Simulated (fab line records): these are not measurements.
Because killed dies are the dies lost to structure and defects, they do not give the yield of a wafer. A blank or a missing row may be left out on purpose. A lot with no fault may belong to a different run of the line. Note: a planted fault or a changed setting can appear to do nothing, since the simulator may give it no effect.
A struck lot beside a sound one + flow n5Finfet + 15 steps out of a route of 1938
Sound: the wafers L114.1, L114.4, L114.5. The struck wafers were L107.2, L107.3, L107.6. The cause comes at the end.
Per side, at each step with rows, come the tool, then ch with its chambers, and then its first start. Under that, the readings that differ: sound wafers + struck wafers + difference of the means + sigmas: that difference in standard deviations of wafers without a fault.
alike: words and numbers the same on both sides, and readings whose means are apart by under 2 such deviations; not compared: readings that were withheld, readings missing a value for some wafer, numbers with overlapping values and no deviation given by the record, and bounds like >300 which may hide the same value.
Wherever a step has rows on one side only, a row that says differs or no value, or a row with sigmas, the two part there. Numbers that don't overlap but have no deviation are shown without sigmas and don't part them. Lack of a reading on every wafer of one side parts them only where that side has two or more wafers.

first, 11 steps without rows for these wafers: N5_HKMG_FIN_DESCUM_17 (chemistry O2, time 7.9 s); N5_HKMG_FIN_ETCH_31 (etches SiARC in CF4, target depth 45.5 nm, time 75.8 s); N5_HKMG_FIN_ETCH_32 (etches SOC in N2/H2, target depth 240 nm, time 300 s); N5_HKMG_FIN_STRIP_33 (strips in N2/H2); N5_HKMG_FIN_STRIP_34 (strips in CF4); N5_HKMG_FIN_ETCH_35 (etches SOC in N2/H2, target depth 215.8 nm, time 243.4 s); N5_HKMG_FIN_STRIP_92 (strips SOC in N2/H2, time 20 s); N5_HKMG_FIN_WET_ETCH_18 (etches TiN in SC1, time 55 s, target depth 5.2 nm, rinse time 30 s); N5_HKMG_FIN_STRIP_19 (strips in N2/H2, time 360 s); N5_HKMG_FIN_ALD_91 (deposits TiN, target thk 1 nm, pulse time 1 s, purge time 3 s); N5_HKMG_FIN_COAT_85 (time 60 s, resist thk 300 nm).
N5_HKMG_FIN_ETCH_86: etches SOC in N2/H2, stops on TiN, target depth 393.2 nm.
  sound on rieDiel-02 ch 0,1, day 7 15:24; struck on rieDiel-02 ch 0,2, day 5 18:47
  no value came back on the struck wafers for any of 8 readings (biasW (W), chamberPressureMTorr (mTorr) and others); on the sound wafers biasW (W) reads 61.43 60.90 61.16
| reading                                  | sound        | struck            | difference | sigmas |
|------------------------------------------|--------------|-------------------|------------|--------|
| model.SOC_of_HKMG_FIN_COAT_85.thkNm (nm) | 16.8 15 16.8 | 299.6 299.6 299.8 | +283.5     |        |
  not compared: rfHoursCounterH
then, 1 step without rows for these wafers: N5_HKMG_FIN_STRIP_89 (strips SOC in N2/H2, time 20 s).
N5_BEOL_M4_RC_MEAS_101:
  the record has rows for the sound wafers here (prober-01 ch 0, day 11 06:27) and none for the struck ones
-- here the record skips 8 days between the struck wafers' starts before and after, leaving off in module BEOL_M4 and picking up in module PASSIVATION (first step shown: number 1936 of the route) --
N5_PASSIVATION_PROBE_49:
  rows exist in the record for the struck wafers here (prober-02, day 13 21:10), but not for the sound ones

## WHERE THEY PART
First at N5_HKMG_FIN_ETCH_86; last, within this record, at N5_PASSIVATION_PROBE_49.

WHY: the cause the simulator had injected
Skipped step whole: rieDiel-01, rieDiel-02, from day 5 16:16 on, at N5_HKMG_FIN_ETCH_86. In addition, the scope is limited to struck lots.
